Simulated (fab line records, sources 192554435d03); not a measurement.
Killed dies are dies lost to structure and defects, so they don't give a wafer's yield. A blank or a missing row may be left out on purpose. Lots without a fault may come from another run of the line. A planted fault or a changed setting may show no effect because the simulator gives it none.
Chamber matching | flow n5_finfet | N5_BEOL_M8_DESCUM_33 on rie_diel-03: 4 sister chambers
The step chemistry O2, time 7 s. 8 wafers are shown with their chamber, then 12 later ones without.

WAFERS WITH THEIR CHAMBER
wafer  | chamber | throttle_valve_pct (%) | showerhead_plenum_p_Torr (Torr)
L081.3 | 1       | 21.0                   | 2.18
L083.6 | 2       | 20.4                   | 1.98
L084.2 | 3       | 20.1                   | 2.23
L084.4 | 0       | 20.1                   | 2.04
L084.5 | 0       | 20.1                   | 2.04
L088.3 | 1       | 21.1                   | 2.17
L088.5 | 2       | 20.4                   | 1.97
L088.6 | 3       | 20.1                   | 2.23

WAFERS WITHOUT THEIR CHAMBER
wafer  | throttle_valve_pct (%) | showerhead_plenum_p_Torr (Torr)
L091.3 | 20.1                   | 2.23
L091.4 | 20.1                   | 2.23
L091.5 | 20.2                   | 2.04
L092.1 | 20.1                   | 2.23
L092.3 | 21.1                   | 2.17
L092.6 | 20.4                   | 1.97
L093.3 | 20.2                   | 2.04
L093.5 | 20.2                   | 2.04
L093.6 | 20.1                   | 2.22
L095.1 | 21.1                   | 2.17
L095.2 | 20.1                   | 2.22
L095.3 | 20.2                   | 2.04

WHICH CHAMBER EACH WENT THROUGH
wafer  | from the rows above | in truth
L091.3 | 3                   | 3
L091.4 | 3                   | 3
L091.5 | 0                   | 0
L092.1 | 3                   | 3
L092.3 | 1                   | 1
L092.6 | 2                   | 2
L093.3 | 0                   | 0
L093.5 | 0                   | 0
L093.6 | 3                   | 3
L095.1 | 1                   | 1
L095.2 | 3                   | 3
L095.3 | 0                   | 0
Placed correctly: 12 of 12. Can't be placed from these rows: 0. Placed wrongly: 0.
How it was worked out, from the rows above alone: a wafer's distance from a chamber is the root of the sum, over the readings, of the square of ((its reading less the chamber's mean) divided by the reading's scatter). The wafer belongs to the nearest chamber; if the next one is less than 2 further off, it can't be placed. A chamber's mean is the mean of its shown wafers. The scatter: the root of (the sum of the squares of (reading less its chamber's mean) over the shown wafers, divided by (wafers less chambers)).
